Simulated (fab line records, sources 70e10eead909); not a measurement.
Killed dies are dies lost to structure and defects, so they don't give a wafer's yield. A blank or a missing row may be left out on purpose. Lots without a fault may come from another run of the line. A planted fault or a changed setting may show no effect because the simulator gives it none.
Which tool did it? | flow nand_harc | 24 lots, 72 wafers sampled, at 6 steps of a route of 1302

WHAT THE GAUGES READ, wafer by wafer
NHARC_A_SLIT_OVL_MEAS_10. Usual: overlay_x_nm 0.0 nm, standard deviation 0.76; overlay_y_nm 0.0 nm, standard deviation 0.59.
lot  | measured     | on         | overlay_x_nm (nm) | overlay_y_nm (nm) | flag
L075 | day 19 13:01 | overlay-01 | -0.5 0.0 0.2      | 0.2 0.3 0.2       |
L074 | day 19 15:03 | overlay-02 | -0.6 -1.5 -1.1    | 0.2 0.5 0.7       |
L076 | day 20 05:37 | overlay-01 | -0.3 0.0 -0.3     | 0.9 0.0 0.0       |
L078 | day 21 14:32 | overlay-01 | -0.9 -0.3 -1.5    | -1.4 -1.7 -1.2    |
L077 | day 21 13:50 | overlay-01 | -0.9 -0.9 -1.0    | -0.8 -0.8 -0.6    |
L079 | day 21 23:10 | overlay-02 | -0.8 -0.4 -0.8    | 0.6 0.3 -0.4      |
L081 | day 22 17:50 | overlay-01 | 0.3 0.4 -0.4      | 0.3 0.5 0.7       |
L080 | day 23 06:46 | overlay-01 | 0.1 0.4 0.5       | -0.9 -1.2 -1.3    |
L082 | day 23 06:55 | overlay-02 | 0.7 0.9 0.4       | 1.0 0.2 0.8       |
L083 | day 23 12:07 | overlay-02 | 1.3 1.2 1.3       | 0.4 0.2 0.8       |
L084 | day 23 22:28 | overlay-02 | -0.3 0.3 -0.2     | -0.4 -0.3 -0.2    |
L087 | day 24 10:53 | overlay-02 | -0.5 -0.5 -0.5    | 1.2 0.3 0.4       |
L086 | day 24 11:16 | overlay-01 | 1.2 1.3 1.3       | 1.1 0.2 0.5       |
L085 | day 24 18:45 | overlay-01 | -1.3 -1.4 -1.2    | -0.3 -0.1 0.2     |
L089 | day 26 07:28 | overlay-02 | 0.1 0.4 0.1       | -0.1 -0.5 0.3     |
L088 | day 26 11:13 | overlay-02 | 1.2 0.7 0.5       | 0.3 0.5 0.5       |
L090 | day 26 07:52 | overlay-02 | -0.4 0.7 -0.3     | 0.8 0.4 0.5       |
L091 | day 26 08:04 | overlay-02 | 0.2 0.0 0.6       | -0.6 -0.7 -0.3    |
L092 | day 27 14:52 | overlay-02 | -0.2 0.4 0.4      | -0.5 -0.4 -0.4    |
L094 | day 27 14:42 | overlay-01 | -0.2 -0.6 -1.0    | 0.2 0.2 0.1       |
L093 | day 28 14:19 | overlay-01 | -0.3 -1.4 -0.6    | 0.0 0.1 -0.2      |
L095 | day 28 23:07 | overlay-02 | 0.8 1.0 0.8       | -0.3 0.3 0.4      |
L096 | day 29 01:01 | overlay-01 | 0.1 0.4 0.2       | -0.1 -0.4 0.0     |
L097 | day 29 08:46 | overlay-02 | 0.0 0.9 -0.4      | -1.0 -0.6 -0.5    |

NHARC_A_CONTACT_OVL_MEAS_43. Usual: overlay_x_nm 0.2 nm, standard deviation 0.85; overlay_y_nm 0.0 nm, standard deviation 0.95.
lot  | measured     | on         | overlay_x_nm (nm) | overlay_y_nm (nm) | flag
L075 | day 21 02:55 | overlay-01 | 0.0 0.3 -0.2      | 3.0 2.2 2.1       |
L074 | day 21 10:46 | overlay-02 | 1.7 2.3 1.7       | 1.3 1.4 1.8       |
L076 | day 22 02:19 | overlay-01 | -0.1 -0.1 -0.1    | 0.5 0.5 0.0       |
L078 | day 23 02:59 | overlay-02 | 0.4 1.1 1.1       | -0.3 0.0 0.7      |
L077 | day 23 03:08 | overlay-02 | -0.4 0.0 -0.2     | -0.8 -0.3 -0.4    |
L079 | day 23 16:58 | overlay-01 | -0.3 -0.7 0.4     | -1.1 -1.3 -1.7    |
L081 | day 24 07:35 | overlay-02 | -0.2 -0.4 -1.4    | 0.0 -0.4 -0.6     |
L080 | day 25 01:12 | overlay-01 | -0.6 -0.2 -0.6    | 2.2 3.1 2.6       |
L082 | day 24 21:26 | overlay-01 | -0.7 -0.3 0.3     | -0.2 -0.9 -0.5    |
L083 | day 25 06:20 | overlay-02 | -1.7 -1.3 -1.6    | 0.1 -0.5 0.4      |
L084 | day 25 11:25 | overlay-02 | 1.1 0.3 0.4       | -0.4 -0.5 0.1     |
L087 | day 25 23:49 | overlay-01 | -0.7 -0.3 -0.9    | -0.4 -0.9 -0.9    |
L086 | day 26 00:51 | overlay-02 | 0.9 1.1 0.9       | 0.0 0.0 -0.4      |
L085 | day 26 12:02 | overlay-01 | 1.5 2.3 1.9       | -0.6 -0.5 -0.4    |
L089 | day 27 20:47 | overlay-02 | 0.7 0.5 0.3       | 0.6 1.3 1.3       |
L088 | day 28 10:03 | overlay-01 | -0.3 0.2 0.0      | -0.3 -0.4 -0.2    |
L090 | day 27 21:05 | overlay-01 | 0.6 0.3 0.2       | -0.5 0.2 0.6      |
L091 | day 28 04:09 | overlay-01 | 1.6 0.6 1.3       | -0.1 -0.4 -0.2    |
L092 | day 29 07:35 | overlay-01 | 0.5 -0.1 0.5      | -0.4 -1.0 -0.3    |
L094 | day 29 07:11 | overlay-02 | -0.7 -0.5 0.0     | 0.3 0.5 -0.1      |
L093 | day 30 07:10 | overlay-01 | 0.4 0.2 0.8       | -0.4 -0.3 -0.3    |
L095 | day 30 13:19 | overlay-01 | -0.1 -0.1 0.4     | -1.3 -0.8 -1.3    |
L096 | day 30 11:52 | overlay-01 | -0.4 -0.5 -0.2    | -0.3 -0.2 -0.7    |
L097 | day 30 23:54 | overlay-01 | -1.0 -0.7 0.0     | -0.3 0.1 -0.1     |

WHICH TOOL RAN EACH LOT (tool, then ch and the chambers of the sampled wafers, then the start)
lot  | NHARC_A_SGD_CUT_STRIP_17                      | NHARC_A_SLIT_ETCH_29               | NHARC_A_WL_FILL_STRIP_29           | NHARC_A_WL_FILL_ALD_19
L075 | rie_diel-06 ch 0,1,2, day 19 13:01 or earlier | rie_diel-13 ch 1,2,3, day 19 19:35 | rie_diel-12 ch 0,1,3, day 20 14:34 | ald_metal-02 ch 2,3, day 20 20:10
L074 | rie_diel-08 ch 0,2, day 19 15:03 or earlier   | rie_diel-09 ch 0,3, day 19 23:16   | rie_diel-12 ch 1,2, day 20 18:03   | ald_metal-01 ch 2,3, day 20 23:40
L076 | rie_diel-08 ch 0,2,3, day 20 05:37 or earlier | rie_diel-13 ch 0,2,3, day 20 12:32 | rie_diel-12 ch 0,1,2, day 21 11:26 | ald_metal-03 ch 1,2,3, day 21 17:02
L078 | rie_diel-08 ch 1,2,3, day 21 14:32 or earlier | rie_diel-13 ch 2,3, day 21 20:41   | rie_diel-03 ch 0,1,3, day 22 15:01 | ald_metal-03 ch 0,1,3, day 22 20:27
L077 | rie_diel-10 ch 0,1,2, day 21 13:50 or earlier | rie_diel-13 ch 2,3, day 21 19:46   | rie_diel-12 ch 0,1, day 22 14:57   | ald_metal-01 ch 0,1,2, day 22 20:29
L079 | rie_diel-10 ch 2,3, day 21 23:10 or earlier   | rie_diel-09 ch 0,1,2, day 22 05:20 | rie_diel-12 ch 0,1,3, day 23 03:21 | ald_metal-01 ch 0,1,2, day 23 09:00
L081 | rie_diel-08 ch 1,2,3, day 22 17:50 or earlier | rie_diel-02 ch 0,1,3, day 22 23:47 | rie_diel-12 ch 0,1,2, day 23 18:20 | ald_metal-02 ch 0,2,3, day 23 23:56
L080 | rie_diel-08 ch 1,2, day 23 06:46 or earlier   | rie_diel-09 ch 1,2,3, day 23 16:29 | rie_diel-07 ch 0,1,2, day 24 13:03 | ald_metal-01 ch 1,2,3, day 24 18:39
L082 | rie_diel-10 ch 1,3, day 23 06:55 or earlier   | rie_diel-13 ch 0,1, day 23 12:50   | rie_diel-12 ch 0,1, day 24 07:32   | ald_metal-02 ch 0,2,3, day 24 13:02
L083 | rie_diel-08 ch 1,3, day 23 12:07 or earlier   | rie_diel-02 ch 0,1, day 23 20:50   | rie_diel-07 ch 0,1,3, day 24 16:05 | ald_metal-02 ch 1,2, day 24 21:42
L084 | rie_diel-06 ch 0,1,2, day 23 22:28 or earlier | rie_diel-13 ch 0,2, day 24 04:38   | rie_diel-03 ch 0,2, day 24 23:05   | ald_metal-03 ch 1,2, day 25 04:35
L087 | rie_diel-10 ch 0,1,2, day 24 10:53 or earlier | rie_diel-02 ch 0,1, day 24 16:43   | rie_diel-12 ch 0,1,3, day 25 11:34 | ald_metal-02 ch 0,2, day 25 17:11
L086 | rie_diel-06 ch 0,1,2, day 24 11:16 or earlier | rie_diel-09 ch 1,3, day 24 17:28   | rie_diel-07 ch 0,2, day 25 11:40   | ald_metal-03 ch 0,3, day 25 17:10
L085 | rie_diel-10 ch 1,2,3, day 24 18:45 or earlier | rie_diel-09 ch 0,1,2, day 25 00:40 | rie_diel-03 ch 0,2,3, day 25 20:26 | ald_metal-01 ch 0,1,3, day 26 01:55
L089 | rie_diel-10 ch 0,1,3, day 26 07:28 or earlier | rie_diel-13 ch 0,3, day 26 13:25   | rie_diel-03 ch 0,1,2, day 27 08:29 | ald_metal-03 ch 1,3, day 27 14:13
L088 | rie_diel-06 ch 0,2, day 26 11:13 or earlier   | rie_diel-09 ch 0,2,3, day 26 17:46 | rie_diel-12 ch 0,1,2, day 27 20:52 | ald_metal-01 ch 0,1,3, day 28 02:23
L090 | rie_diel-08 ch 1,2,3, day 26 07:52 or earlier | rie_diel-09 ch 0,1,3, day 26 13:58 | rie_diel-07 ch 0,1,2, day 27 08:57 | ald_metal-02 ch 0,1,3, day 27 14:11
L091 | rie_diel-06 ch 0,1,2, day 26 08:04 or earlier | rie_diel-02 ch 1,2,3, day 26 17:10 | rie_diel-12 ch 0,2,3, day 27 16:07 | ald_metal-02 ch 1,2,3, day 27 21:37
L092 | rie_diel-10 ch 0,1, day 27 14:52 or earlier   | rie_diel-02 ch 1,2, day 27 21:31   | rie_diel-03 ch 0,3, day 28 15:37   | ald_metal-03 ch 1,2,3, day 28 21:11
L094 | rie_diel-08 ch 0,1,2, day 27 14:42 or earlier | rie_diel-09 ch 0,2, day 27 20:52   | rie_diel-07 ch 0,1,2, day 28 15:35 | ald_metal-01 ch 0,1, day 28 21:10
L093 | rie_diel-06 ch 2,3, day 28 14:19 or earlier   | rie_diel-02 ch 2,3, day 28 20:55   | rie_diel-12 ch 0,2, day 29 18:20   | ald_metal-03 ch 1,2, day 29 23:58
L095 | rie_diel-08 ch 2,3, day 28 23:07 or earlier   | rie_diel-13 ch 0,1,3, day 29 04:57 | rie_diel-07 ch 1,2, day 29 23:31   | ald_metal-01 ch 0,3, day 30 05:07
L096 | rie_diel-06 ch 0,1,3, day 29 01:01 or earlier | rie_diel-02 ch 0,1,2, day 29 06:55 | rie_diel-03 ch 0,1, day 29 23:28   | ald_metal-02 ch 0,2,3, day 30 05:08
L097 | rie_diel-10 ch 0,3, day 29 08:46 or earlier   | rie_diel-09 ch 1,2,3, day 29 14:38 | rie_diel-12 ch 1,3, day 30 11:47   | ald_metal-02 ch 0,1,2, day 30 17:20
- NHARC_A_SGD_CUT_STRIP_17: strips in O2.
- NHARC_A_SLIT_ETCH_29: etches the open film in CF4/O2, target depth 100 nm, overetch 10 nm, time 55 s.
- NHARC_A_WL_FILL_STRIP_29: strips in O2, time 20 s.
- NHARC_A_WL_FILL_ALD_19: deposits TiN, target thk 2 nm, pulse time 3 s, ald cycles 100.

WHAT THE TOOLS THEMSELVES READ (means of the sampled wafers that have a number; where no wafer has one, the mark that the record gives instead)
NHARC_A_SGD_CUT_STRIP_17. Usual: drypump_motor_current_A 5.9 A, standard deviation 0.39; mfc_ar_sccm 0.005 sccm, standard deviation 0.0076; oes_product_au 1.003 a.u., standard deviation 0.0094; rf_vpp_V 57.8 V, standard deviation 0.96; showerhead_plenum_p_Torr 3.55 Torr, standard deviation 0.14; throttle_valve_pct 17.036 %, standard deviation 0.0088.
lot  | tool        | drypump_motor_current_A (A) | mfc_ar_sccm (sccm) | oes_product_au (a.u.) | rf_vpp_V (V) | showerhead_plenum_p_Torr (Torr) | throttle_valve_pct (%) | flag
L075 | rie_diel-06 | 5.9                         | 0.000              | 0.987                 | 58.5         | 3.59                            | 17.040                 |
L074 | rie_diel-08 | 5.6                         | 0.000              | 1.006                 | 57.4         | 3.43                            | 17.032                 |
L076 | rie_diel-08 | 5.8                         | 0.007              | 1.008                 | 57.2         | 3.52                            | 17.039                 |
L078 | rie_diel-08 | 6.0                         | 0.007              | 1.002                 | 58.8         | 3.55                            | 17.035                 |
L077 | rie_diel-10 | 5.8                         | 0.005              | 1.007                 | 58.0         | 3.54                            | 17.038                 |
L079 | rie_diel-10 | 6.0                         | 0.001              | 0.999                 | 58.1         | 3.41                            | 17.043                 |
L081 | rie_diel-08 | 6.1                         | 0.007              | 0.994                 | 57.4         | 3.55                            | 17.034                 |
L080 | rie_diel-08 | 6.0                         | 0.000              | 1.002                 | 57.2         | 3.43                            | 17.031                 |
L082 | rie_diel-10 | 6.0                         | 0.004              | 1.018                 | 57.5         | 3.60                            | 17.031                 |
L083 | rie_diel-08 | 6.3                         | 0.014              | 0.998                 | 58.5         | 3.64                            | 17.033                 |
L084 | rie_diel-06 | 6.0                         | 0.000              | 1.009                 | 57.2         | 3.59                            | 17.034                 |
L087 | rie_diel-10 | 5.9                         | 0.005              | 1.002                 | 56.9         | 3.54                            | 17.033                 |
L086 | rie_diel-06 | 6.1                         | 0.000              | 1.002                 | 58.4         | 3.59                            | 17.035                 |
L085 | rie_diel-10 | 6.0                         | 0.003              | 1.007                 | 58.0         | 3.50                            | 17.040                 |
L089 | rie_diel-10 | 5.8                         | 0.005              | 1.017                 | 57.0         | 3.64                            | 17.040                 |
L088 | rie_diel-06 | 6.3                         | 0.000              | 1.000                 | 57.5         | 3.54                            | 17.027                 |
L090 | rie_diel-08 | 6.0                         | 0.007              | 0.995                 | 56.6         | 3.54                            | 17.029                 |
L091 | rie_diel-06 | 6.0                         | 0.000              | 1.009                 | 58.3         | 3.59                            | 17.040                 |
L092 | rie_diel-10 | 6.0                         | 0.007              | 1.006                 | 58.6         | 3.63                            | 17.032                 |
L094 | rie_diel-08 | 5.8                         | 0.000              | 1.005                 | 57.7         | 3.39                            | 17.042                 |
L093 | rie_diel-06 | 6.3                         | 0.014              | 1.001                 | 58.2         | 3.59                            | 17.042                 |
L095 | rie_diel-08 | 6.1                         | 0.014              | 0.997                 | 57.6         | 3.66                            | 17.030                 |
L096 | rie_diel-06 | 5.8                         | 0.007              | 0.998                 | 58.1         | 3.63                            | 17.037                 |
L097 | rie_diel-10 | 5.5                         | 0.005              | 1.005                 | 58.0         | 3.68                            | 17.044                 |

NHARC_A_SLIT_ETCH_29. Usual: drypump_motor_current_A 5.9 A, standard deviation 0.51; mfc_ar_sccm 0.002 sccm, standard deviation 0.0047; oes_product_au 0.998 a.u., standard deviation 0.0096; rf_vpp_V 197.7 V, standard deviation 1.3; showerhead_plenum_p_Torr 1.33 Torr, standard deviation 0.05; throttle_valve_pct 13.397 %, standard deviation 0.01.
lot  | tool        | drypump_motor_current_A (A) | mfc_ar_sccm (sccm) | oes_product_au (a.u.) | rf_vpp_V (V) | showerhead_plenum_p_Torr (Torr) | throttle_valve_pct (%) | flag
L075 | rie_diel-13 | 5.4                         | 0.000              | 0.989                 | 198.6        | 1.38                            | 13.395                 |
L074 | rie_diel-09 | 6.3                         | 0.011              | 1.003                 | 196.7        | 1.29                            | 13.392                 |
L076 | rie_diel-13 | 5.6                         | 0.000              | 0.989                 | 198.1        | 1.35                            | 13.394                 |
L078 | rie_diel-13 | 5.4                         | 0.000              | 0.987                 | 199.5        | 1.38                            | 13.409                 |
L077 | rie_diel-13 | 5.2                         | 0.000              | 0.991                 | 198.3        | 1.38                            | 13.396                 |
L079 | rie_diel-09 | 6.3                         | 0.000              | 1.005                 | 197.4        | 1.33                            | 13.400                 |
L081 | rie_diel-02 | 5.7                         | 0.000              | 1.003                 | 196.8        | 1.28                            | 13.402                 |
L080 | rie_diel-09 | 6.2                         | 0.006              | 1.003                 | 198.0        | 1.34                            | 13.396                 |
L082 | rie_diel-13 | 5.9                         | 0.000              | 0.990                 | 196.7        | 1.33                            | 13.404                 |
L083 | rie_diel-02 | 6.0                         | 0.000              | 0.993                 | 196.4        | 1.28                            | 13.403                 |
L084 | rie_diel-13 | 5.9                         | 0.000              | 0.988                 | 197.9        | 1.33                            | 13.392                 |
L087 | rie_diel-02 | 6.0                         | 0.000              | 0.997                 | 197.9        | 1.28                            | 13.389                 |
L086 | rie_diel-09 | 6.2                         | 0.006              | 1.014                 | 198.5        | 1.34                            | 13.399                 |
L085 | rie_diel-09 | 6.2                         | 0.000              | 1.002                 | 198.0        | 1.33                            | 13.390                 |
L089 | rie_diel-13 | 5.4                         | 0.000              | 0.999                 | 197.1        | 1.35                            | 13.392                 |
L088 | rie_diel-09 | 6.2                         | 0.006              | 1.006                 | 196.9        | 1.30                            | 13.404                 |
L090 | rie_diel-09 | 6.3                         | 0.006              | 0.996                 | 197.3        | 1.31                            | 13.393                 |
L091 | rie_diel-02 | 5.5                         | 0.000              | 1.007                 | 198.5        | 1.33                            | 13.396                 |
L092 | rie_diel-02 | 5.3                         | 0.000              | 0.996                 | 198.3        | 1.33                            | 13.393                 |
L094 | rie_diel-09 | 6.2                         | 0.000              | 1.002                 | 197.1        | 1.30                            | 13.391                 |
L093 | rie_diel-02 | 5.9                         | 0.000              | 0.994                 | 198.4        | 1.37                            | 13.399                 |
L095 | rie_diel-13 | 5.6                         | 0.000              | 0.987                 | 197.5        | 1.35                            | 13.393                 |
L096 | rie_diel-02 | 5.9                         | 0.000              | 0.998                 | 197.8        | 1.33                            | 13.401                 |
L097 | rie_diel-09 | 6.2                         | 0.006              | 1.004                 | 198.1        | 1.34                            | 13.399                 |

NHARC_A_WL_FILL_STRIP_29. Usual: drypump_motor_current_A 5.9 A, standard deviation 0.36; mfc_ar_sccm 0.006 sccm, standard deviation 0.0089; oes_product_au 0.999 a.u., standard deviation 0.0077; rf_vpp_V 57.9 V, standard deviation 0.98; showerhead_plenum_p_Torr 3.59 Torr, standard deviation 0.14; throttle_valve_pct 17.037 %, standard deviation 0.0095.
lot  | tool        | drypump_motor_current_A (A) | mfc_ar_sccm (sccm) | oes_product_au (a.u.) | rf_vpp_V (V) | showerhead_plenum_p_Torr (Torr) | throttle_valve_pct (%) | flag
L075 | rie_diel-12 | 6.0                         | 0.002              | 0.994                 | 58.4         | 3.65                            | 17.042                 |
L074 | rie_diel-12 | 6.2                         | 0.012              | 1.003                 | 57.3         | 3.71                            | 17.035                 |
L076 | rie_diel-12 | 6.1                         | 0.011              | 0.990                 | 57.8         | 3.69                            | 17.029                 |
L078 | rie_diel-03 | 5.6                         | 0.001              | 0.998                 | 57.6         | 3.44                            | 17.043                 |
L077 | rie_diel-12 | 6.3                         | 0.003              | 1.001                 | 58.6         | 3.72                            | 17.040                 |
L079 | rie_diel-12 | 5.9                         | 0.002              | 1.001                 | 58.3         | 3.65                            | 17.029                 |
L081 | rie_diel-12 | 6.1                         | 0.011              | 1.004                 | 57.7         | 3.69                            | 17.045                 |
L080 | rie_diel-07 | 6.0                         | 0.003              | 0.999                 | 57.3         | 3.56                            | 17.043                 |
L082 | rie_diel-12 | 6.3                         | 0.004              | 0.998                 | 58.4         | 3.74                            | 17.049                 |
L083 | rie_diel-07 | 6.0                         | 0.007              | 1.000                 | 56.8         | 3.48                            | 17.035                 |
L084 | rie_diel-03 | 5.7                         | 0.000              | 1.001                 | 58.2         | 3.46                            | 17.047                 |
L087 | rie_diel-12 | 6.0                         | 0.002              | 1.001                 | 58.6         | 3.65                            | 17.034                 |
L086 | rie_diel-07 | 5.8                         | 0.003              | 1.006                 | 57.4         | 3.52                            | 17.040                 |
L085 | rie_diel-03 | 5.8                         | 0.000              | 1.002                 | 57.6         | 3.42                            | 17.026                 |
L089 | rie_diel-03 | 5.8                         | 0.001              | 0.999                 | 56.6         | 3.50                            | 17.043                 |
L088 | rie_diel-12 | 6.1                         | 0.011              | 0.994                 | 59.1         | 3.69                            | 17.036                 |
L090 | rie_diel-07 | 6.1                         | 0.003              | 1.002                 | 57.4         | 3.55                            | 17.041                 |
L091 | rie_diel-12 | 5.7                         | 0.010              | 0.999                 | 58.4         | 3.59                            | 17.028                 |
L092 | rie_diel-03 | 5.4                         | 0.000              | 1.013                 | 57.5         | 3.39                            | 17.033                 |
L094 | rie_diel-07 | 6.0                         | 0.003              | 1.005                 | 57.9         | 3.55                            | 17.041                 |
L093 | rie_diel-12 | 6.0                         | 0.010              | 0.994                 | 57.4         | 3.67                            | 17.044                 |
L095 | rie_diel-07 | 6.2                         | 0.007              | 1.003                 | 58.5         | 3.67                            | 17.033                 |
L096 | rie_diel-03 | 5.5                         | 0.001              | 1.002                 | 57.7         | 3.47                            | 17.030                 |
L097 | rie_diel-12 | 6.0                         | 0.003              | 0.997                 | 58.5         | 3.66                            | 17.044                 |

NHARC_A_WL_FILL_ALD_19. Usual: heater_power_w 1064 W, standard deviation 100; precursor_pulse_height_rel 1.000, standard deviation 0.018.
lot  | tool         | heater_power_w (W) | precursor_pulse_height_rel | flag
L075 | ald_metal-02 | 1142               | 0.995                      |
L074 | ald_metal-01 | 1115               | 0.998                      |
L076 | ald_metal-03 | 1146               | 0.990                      |
L078 | ald_metal-03 | 1066               | 1.000                      |
L077 | ald_metal-01 | 1019               | 1.010                      |
L079 | ald_metal-01 | 1004               | 0.991                      |
L081 | ald_metal-02 | 1065               | 1.012                      |
L080 | ald_metal-01 | 1119               | 1.005                      |
L082 | ald_metal-02 | 1083               | 0.995                      |
L083 | ald_metal-02 | 1103               | 0.996                      |
L084 | ald_metal-03 | 1145               | 0.997                      |
L087 | ald_metal-02 | 992                | 0.995                      |
L086 | ald_metal-03 | 952                | 1.010                      |
L085 | ald_metal-01 | 1048               | 1.006                      |
L089 | ald_metal-03 | 1154               | 0.998                      |
L088 | ald_metal-01 | 1055               | 1.014                      |
L090 | ald_metal-02 | 1049               | 1.001                      |
L091 | ald_metal-02 | 1107               | 0.999                      |
L092 | ald_metal-03 | 1135               | 1.011                      |
L094 | ald_metal-01 | 963                | 0.992                      |
L093 | ald_metal-03 | 1152               | 0.999                      |
L095 | ald_metal-01 | 979                | 1.000                      |
L096 | ald_metal-02 | 1078               | 0.997                      |
L097 | ald_metal-02 | 1037               | 1.001                      |

THE ANSWER, worked out from the rows above alone
Rule: a lot is off if the mean of its wafers that have a number lies more than 3 standard deviations from the usual mean. A lot without any number at a reading at which 4 lots or more have one is off too. The other lots that the step has rows for count as sound. The gauges are gone through in route order, then the tools' own readings, and for those a lot's mean is taken as printed above. The first step at which some lot is off is used, and at that step the reading that is off furthest; a lot without a number counts as furthest.
No lot is off at any reading shown: from this, nothing can be told.

WHAT THE SIMULATOR HAD PUT IN
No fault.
